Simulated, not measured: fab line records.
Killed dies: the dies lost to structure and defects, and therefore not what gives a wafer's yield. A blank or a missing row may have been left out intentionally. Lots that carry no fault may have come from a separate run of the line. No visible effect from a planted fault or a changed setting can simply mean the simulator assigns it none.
Chamber matching    flow nand harc    NHARC_A_ZERO_WELL_ETCH_19 on rie diel-06: 4 sister chambers
The step etches the open film in N2/H2, target depth 80 nm, overetch 24 nm, time 87.88 s. 4 wafers are shown with their chamber, then 7 later ones without.

== WAFERS PAIRED WITH THEIR CHAMBERS ==
wafer   chamber  drypump motor current A (A)
L925.5  2        5.7
L927.5  0        5.4
L929.3  3        6.2
L929.4  1        4.8

== WAFERS WITH NO CHAMBER GIVEN ==
wafer   drypump motor current A (A)
L929.5  5.4
L931.2  5.4
L931.5  5.7
L931.6  6.2
L941.1  6.1
L941.3  4.7
L941.4  5.4

== THE CHAMBER EACH PASSED THROUGH ==
wafer   from the rows above  in truth
L929.5  0                    0
L931.2  0                    0
L931.5  2                    2
L931.6  3                    3
L941.1  3                    3
L941.3  1                    1
L941.4  0                    0
Placed correctly: 7 of 7. From these rows, 0 cannot be placed. Wrongly placed: 0.
How it was worked out, from the rows above alone: a wafer's distance from a chamber is the root of the sum, over the readings, of the square of ((its reading less the chamber's mean) divided by the reading's scatter). If the next closest chamber is less than 2 further off than the closest, the wafer can't be placed; otherwise it belongs to the closest. Each chamber's mean is taken over the wafers shown for it. The scatter: with one shown wafer a chamber, the root of the mean of the squares of how far each hidden wafer lies from its nearest shown one.
